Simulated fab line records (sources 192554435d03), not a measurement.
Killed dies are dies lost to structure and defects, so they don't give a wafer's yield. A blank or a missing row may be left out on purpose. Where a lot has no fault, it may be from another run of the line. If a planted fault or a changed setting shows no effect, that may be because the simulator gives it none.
Chamber matching    flow n5Finfet    N5_BEOL_M3_STRIP_66 on rieDiel-05 has 4 sister chambers
The step strips in CF4. 4 wafers are shown with their chamber, then 11 later ones without.

== EACH WAFER AND ITS CHAMBER ==
wafer   chamber  showerheadPlenumPTorr (Torr)
L086.3  0        1.83
L092.2  1        1.81
L092.5  3        1.73
L076.2  2        1.71

== WAFERS WITHOUT THEIR CHAMBER ==
wafer   showerheadPlenumPTorr (Torr)
L076.3  1.72
L076.5  1.71
L095.1  1.72
L095.3  1.80
L095.6  1.80
L097.1  1.71
L097.3  1.82
L097.6  1.82
L096.1  1.71
L096.3  1.72
L096.4  1.82

== CHAMBER TAKEN BY EACH ==
wafer   from the rows above      in truth
L076.3  can't be placed: 2 or 3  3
L076.5  2                        2
L095.1  can't be placed: 2 or 3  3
L095.3  1                        1
L095.6  1                        1
L097.1  2                        2
L097.3  can't be placed: 0 or 1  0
L097.6  can't be placed: 0 or 1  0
L096.1  2                        2
L096.3  can't be placed: 2 or 3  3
L096.4  can't be placed: 0 or 1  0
Placed correctly: 5 of 11. Unplaceable from these rows: 6, with the true chamber sitting among the candidates in 6. 0 placed wrongly.
How it was worked out, from the rows above alone: a wafer's distance from a chamber is the root of the sum, over the readings, of the square of ((its reading less the chamber's mean) divided by the reading's scatter). The wafer belongs to the nearest chamber; if the next one is less than 2 further off, it can't be placed. For every chamber, the mean is computed from those of its wafers that are shown. The scatter: root of mean squared gap, hidden wafer to nearest shown wafer, with one shown wafer a chamber.
